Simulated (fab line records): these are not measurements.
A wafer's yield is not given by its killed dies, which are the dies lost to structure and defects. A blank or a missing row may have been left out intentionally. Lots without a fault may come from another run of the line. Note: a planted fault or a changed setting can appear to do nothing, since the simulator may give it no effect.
A struck lot beside a sound one ; flow n5Finfet ; 42 steps out of a route of 1938
Sound: these wafers, L333.1, L333.2, L333.5. Struck: wafers L345.1, L345.2, L345.6. The cause comes at the end.
Per side, at each step with rows, come the tool, then ch with its chambers, and then its first start. Under that, the readings that differ: sound wafers ; struck wafers ; difference of the means ; sigmas: that difference in standard deviations of wafers without a fault.
alike: readings with means less than 2 such deviations apart, plus words and numbers identical on both sides. not compared: withheld readings, readings lacking a value on some wafer, bounds such as >300 that could conceal the same value, and numbers that have no deviation in the record and whose values overlap.
A row with sigmas, a row that says differs or no value, or rows on one side alone: a step with any of these is where the two part. Non-overlapping numbers with no deviation appear without sigmas and do not part them. Lack of a reading on every wafer of one side parts them only where that side has two or more wafers.

first, 9 steps without rows for these wafers: N5_BEOL_M4_ANNEAL_95 (time 240 s); N5_BEOL_M4_SPUTTER_96 (material Cu, target thk 4.5 nm, time 8.29 s); N5_BEOL_M4_ECD_50 (material Cu, target thk 300 nm); N5_BEOL_M4_ANNEAL_51 (time 90 s); N5_BEOL_M4_CMP_52 (polishes, stops on SiOC, t overpolish 6.8 s, target thk 40 nm); N5_BEOL_M4_PRE_CLEAN_60 (time 15 s); N5_BEOL_M4_CO_CAP_55 (material Co, precursor CCTBA/H2, target thk 2 nm, time 102.1 s); N5_BEOL_M4_PRE_CLEAN_56 (time 15 s); N5_BEOL_M4_DEP_57 (deposits SiCN from 3MS/NH3, target thk 8 nm, time 14 s).
N5_BEOL_M4_RC_MEAS_101:
  sound on prober-02 ch 0, day 10 16:11; struck on prober-01 ch 0, day 13 20:25
  alike: DIBL_N, DIBL_P, IOFF_N, IOFF_P, ION_N, ION_P, SS_N, SS_P, VT_N, VT_P
then, 24 steps without rows for these wafers: N5_BEOL_M5_ILD_DEP_00 (deposits SiCOH lowk from DEMS/porogen, target thk 140.64 nm, time 25.9 s); N5_BEOL_M5_CURE_79 (cures SiCOH lowk, time 240 s); N5_BEOL_M5_PECVD_70 (deposits SiO2 from TEOS/O2, target thk 16 nm, time 18 s); N5_BEOL_M5_HM_DEP_02 (deposits TiN, target thk 20 nm); N5_BEOL_M5_COAT_59 (time 60 s, resist thk 60 nm); N5_BEOL_M5_COAT_60 (time 60 s, resist thk 12 nm); N5_BEOL_M5_COAT_71 (time 60 s, resist thk 5 nm); N5_BEOL_M5_COAT_05 (resist thk 30 nm); N5_BEOL_M5_EBR_07; N5_BEOL_M5_SOFTBAKE_06 (time 60 s); N5_BEOL_M5_EXPOSE_08 (exposes mask M5, target cd 28 nm); N5_BEOL_M5_PEB_09 (peb time 60 s); N5_BEOL_M5_DEVELOP_10 (develop time 30 s); N5_BEOL_M5_DESCUM_16 (chemistry O2, time 7 s); N5_BEOL_M5_ETCH_72 (etches underlayer in N2/H2, target depth 6.5 nm, time 5.2 s); N5_BEOL_M5_ETCH_61 (etches SiARC in CF4, target depth 15.6 nm, time 26 s); N5_BEOL_M5_ETCH_62 (etches SOC in N2/H2, target depth 75 nm, overetch 15 nm, time 112.5 s); N5_BEOL_M5_STRIP_63 (strips in N2/H2); N5_BEOL_M5_STRIP_73 (strips in N2/H2); N5_BEOL_M5_STRIP_64 (strips in CF4); N5_BEOL_M5_HM_OPEN_17 (chemistry Cl2/BCl3, target TiN, target depth 20 nm, overetch 6 nm); N5_BEOL_M5_STRIP_19 (strips in O2); N5_BEOL_M5_COAT_65 (time 60 s, resist thk 60 nm); N5_BEOL_M5_COAT_66 (time 60 s, resist thk 12 nm).
-- a jump in the record: the struck wafers' starts before and after are 3 days apart (it breaks off in module BEOL_M5 and resumes in module BEOL_M13, where the first step shown is number 1659 of the route) --
N5_BEOL_M13_ILD_DEP_00: deposits SiOC from DEMS/O2, target thk 837.92 nm, time 166.4 s.
  sound on pecvd-04 ch 0,1,2, day 13 15:18; struck on pecvd-03 ch 0,2, day 16 20:18
  alike: heaterPowerW, showerheadPlenumPTorr, throttleValvePct
N5_BEOL_M13_THK_MEAS_01:
  sound on filmMetro-02, day 13 15:27; struck on filmMetro-02, day 16 20:31
reading;sound;struck;difference;sigmas
M13_ILD_THK (nm);805 829 826;1625 1645 1668;+826;+69
N5_BEOL_M13_VIA_ETCH_16: etches SiOC in C4F8/O2/Ar, target depth 921.7 nm.
  sound on rieDiel-04 ch 0,1, day 13 16:04; struck on rieDiel-01 ch 2,3, day 16 21:01
reading;sound;struck;difference;sigmas
model.etch.depthNm (nm);805.3 829.1 826.1;1624 1646 1667;+826;
model.SiOC_of_BEOL_M13_ILD_DEP_00.thkNm (nm);805.2 829.2 826;1366 1376 1373;+552;
model.BARC_of_BEOL_M13_COAT_58.thkNm (nm);88.8 88.4 88.8;0 0 0;-89;
  alike: drypumpMotorCurrentA, heOuterTorr, oesProductAu, rfVppV, showerheadPlenumPTorr, throttleValvePct
N5_BEOL_M13_STRIP_63: strips in N2/H2.
  sound on plasmaAsher-02 ch 0,1, day 13 16:18; struck on plasmaAsher-02 ch 0,1, day 16 21:14
reading;sound;struck;difference;sigmas
oesProductAu (a.u.);0.683 0.672 0.680;0.227 0.225 0.226;-0.452;-98
stripTimeToEndpointS (s);30.8 29.3 29.3;0.0 0.1 0.0;-29.8;-23
  alike: drypumpMotorCurrentA, heaterPowerW, n2FlowSccm
  not compared: rfHoursCounterH
N5_BEOL_M13_STRIP_64: strips in N2/H2.
  sound on plasmaAsher-02 ch 0,1, day 13 16:22; struck on plasmaAsher-02 ch 0,1, day 16 21:18
reading;sound;struck;difference;sigmas
oesProductAu (a.u.);0.721 0.714 0.711;0.235 0.241 0.237;-0.478;-99 or more
stripTimeToEndpointS (s);31.25 31.18 31.25;0.05 0.05 0.03;-31.18;-99 or more
  alike: drypumpMotorCurrentA, heaterPowerW, n2FlowSccm
  not compared: rfHoursCounterH
N5_BEOL_M13_CD_MEAS_17: the cd target is 190 nm.
  sound on cdSem-01, day 13 16:31; struck on cdSem-03, day 16 21:27
reading;sound;struck;difference;sigmas
cdNm (nm);190.3 191.1 192.6;267.3 271.0 275.3;+79.9;+50
N5_BEOL_M13_CMP_49: polishes, stops on SiOC, t overpolish 17.1 s, target thk 420 nm.
  sound on cmp-01 ch 0,3, day 13 21:36; struck on cmp-03 ch 1,3, day 17 01:39
reading;sound;struck;difference;sigmas
barrierFieldEndpointS (s);28.4 28.7 29.9;31.6 30.9 30.9;+2.1;+3
model.SiOC_of_BEOL_M13_ILD_DEP_00.thkNm (nm);746.8 770.6 768.2;1307 1314 1314;+550;
  alike: motorCurrentA, overpolishRunS
N5_PASSIVATION_PROBE_49:
  sound on prober-01, day 15 09:28; struck on prober-01, day 18 06:42
reading;sound;struck;difference;sigmas
defectLimitedYield (%);91.9;0.3 0.4 0.2;-91.6;-76
killed_at_M0_to_M3;40;10 8 13;-30;-3
killed_at_M4_up;11;1160 1158 1154;+1146;+99 or more
killedAtFrontEnd;37;6 6 10;-30;-3
killedDies;95;1177 1175 1178;+1082;+72
killedOnRim;18;152 152 152;+134;+37
killedOpen;64;14 16 19;-48;-4
killedShort;30;6 4 7;-24;-3
sort_bin_5_function (%);5.4;75.1 71.8 72.8;+67.8;+84
sortNPass;1085;3 5 2;-1082;-72
sortYieldPct (%);91.9;0.3 0.4 0.2;-91.6;-76
  alike: killedAtContacts, killedAtOther, sort_bin_6_memory

WHERE THEY PART
At N5_BEOL_M13_THK_MEAS_01 first; at N5_PASSIVATION_PROBE_49 last (within this record only).

WHY: whatever the simulator had introduced
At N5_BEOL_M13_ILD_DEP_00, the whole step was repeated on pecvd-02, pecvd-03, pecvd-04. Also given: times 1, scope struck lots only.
